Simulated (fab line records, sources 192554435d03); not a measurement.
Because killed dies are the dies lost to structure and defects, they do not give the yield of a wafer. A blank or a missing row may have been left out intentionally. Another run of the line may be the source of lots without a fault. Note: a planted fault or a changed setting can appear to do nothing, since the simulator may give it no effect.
Split-lot experiment ; flow n5-finfet ; 21 wafers read from 7 lots, route of 1938 steps

== SPLIT DETAILS ==
At N5_MOL_CONTACT_COAG_VIA_ETCH_46 (etches SiO2 in C4F6/O2, target depth 46 nm, overetch 9.2 nm, time 40 s), the setting bias-w was moved away from the recipe's 455 W on 7 of the 21 wafers read, by +9.1% to +13.6%. This setting was run at the recipe's value on the other wafers.

The split's own step is where the reading is taken.

== THE READING ==
rf-vpp-V, in V, at N5_MOL_CONTACT_COAG_VIA_ETCH_46 (etches SiO2 in C4F6/O2, target depth 46 nm, overetch 9.2 nm, time 40 s). A value of 1576 V with a standard deviation of 13 V is what fault-free wafers of this fab line usually give.

wafer;tool, chamber at the split;bias-w as run, W;against the recipe;rf-vpp-V, V;against lot-mates on the recipe
L076.2;rie-diel-03, 2;455;recipe;1587;-
L076.4;rie-diel-03, 1;455;recipe;1578;-
L076.5;rie-diel-03, 1;507.5;+11.5%;1713;+130
L083.3;rie-diel-03, 2;496.9;+9.2%;1695;+117
L083.4;rie-diel-03, 1;496.9;+9.2%;1686;+108
L083.5;rie-diel-03, 1;455;recipe;1578;-
L085.3;rie-diel-06, 2;455;recipe;1577;-
L085.4;rie-diel-06, 1;455;recipe;1572;-
L085.5;rie-diel-06, 3;496.5;+9.1%;1709;+134
L086.1;rie-diel-06, 3;455;recipe;1602;-
L086.3;rie-diel-06, 0;499.1;+9.7%;1708;+106
L086.5;rie-diel-06, 2;499.1;+9.7%;1688;+86
L088.2;rie-diel-03, 2;455;recipe;1587;-
L088.3;rie-diel-03, 0;455;recipe;1552;-
L088.6;rie-diel-03, 2;517;+13.6%;1745;+176
L089.1;rie-diel-05, 0;455;recipe;1576;-
L089.3;rie-diel-05, 1;455;recipe;1557;-
L089.4;rie-diel-05, 3;455;recipe;1559;-
L095.2;rie-diel-06, 3;455;recipe;1600;-
L095.3;rie-diel-06, 0;455;recipe;1593;-
L095.5;rie-diel-06, 1;455;recipe;1570;-

THE FIT
A straight line over all 21 wafers: rf-vpp-V changes by +12.4 V for each +1% of bias-w; r = +0.98; the points scatter about the line by 14 V.
The same after taking each lot's own level away (the mean of its wafers on the recipe; 21 wafers): +11.9 V for each +1%; r = +0.98; scatter 13 V.
On that fit, the largest move of bias-w shifts the reading by 1.6e+02 V.
Measured against the standard deviation above, the lots' own levels, which go from 1564.0 to 1602.0 V, span 2.9 times it.
The two slopes agree, so the slope changes little with the lot-to-lot level.
Check: with one of the wafers moved furthest among these (+13.6%) left out of the fit, the line predicts +158 V for it against its lot-mates. Against them it came out at +176 V.
Tool readings at the split's step, against how far the setting was moved: rf-vpp-V r = +0.98.

== FURTHER SPLITS ON THESE WAFERS ==
Before the reading, these wafers also passed through other splits. Each is held against what the fit with the lots' levels taken away leaves over:
other split on the same wafers;wafers away from the commonest value;r with rf-vpp-V (lot level and that fit taken away)
N5_GATE_CUT_ETCH_36 cf4-flow-sccm;7;-0.16

== THE FILE'S OWN FIT ==
rf-vpp-V changes by +12.2 V for each +1% of bias-w, r = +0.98.
